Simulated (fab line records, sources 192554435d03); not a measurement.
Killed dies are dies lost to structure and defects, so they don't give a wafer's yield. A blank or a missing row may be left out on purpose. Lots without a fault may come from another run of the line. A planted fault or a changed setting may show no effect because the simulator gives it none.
Chamber matching | flow n5_finfet | N5_BEOL_M7_STRIP_67 on rie_diel-03: 4 sister chambers
The step strips in CF4. 8 wafers are shown with their chamber, then 6 later ones without.

WAFERS WITH THEIR CHAMBER
wafer  | chamber | drypump_motor_current_A (A) | throttle_valve_pct (%)
L078.4 | 0       | 5.9                         | 13.66
L088.1 | 1       | 6.4                         | 13.81
L088.3 | 0       | 5.9                         | 13.68
L088.4 | 3       | 5.9                         | 14.11
L088.5 | 2       | 5.6                         | 13.83
L088.6 | 3       | 5.9                         | 14.14
L090.4 | 1       | 6.4                         | 13.82
L090.5 | 2       | 5.7                         | 13.83

WAFERS WITHOUT THEIR CHAMBER
wafer  | drypump_motor_current_A (A) | throttle_valve_pct (%)
L090.6 | 5.9                         | 13.69
L089.2 | 6.4                         | 13.82
L089.5 | 5.6                         | 13.86
L089.6 | 5.9                         | 13.70
L092.1 | 5.7                         | 13.86
L092.2 | 5.9                         | 13.71

WHICH CHAMBER EACH WENT THROUGH
wafer  | from the rows above | in truth
L090.6 | 0                   | 0
L089.2 | 1                   | 1
L089.5 | 2                   | 2
L089.6 | 0                   | 0
L092.1 | 2                   | 2
L092.2 | 0                   | 0
Placed correctly: 6 of 6. Can't be placed from these rows: 0. Placed wrongly: 0.
How it was worked out, from the rows above alone: a wafer's distance from a chamber is the root of the sum, over the readings, of the square of ((its reading less the chamber's mean) divided by the reading's scatter). The wafer belongs to the nearest chamber; if the next one is less than 2 further off, it can't be placed. A chamber's mean is the mean of its shown wafers. The scatter: the root of (the sum of the squares of (reading less its chamber's mean) over the shown wafers, divided by (wafers less chambers)).
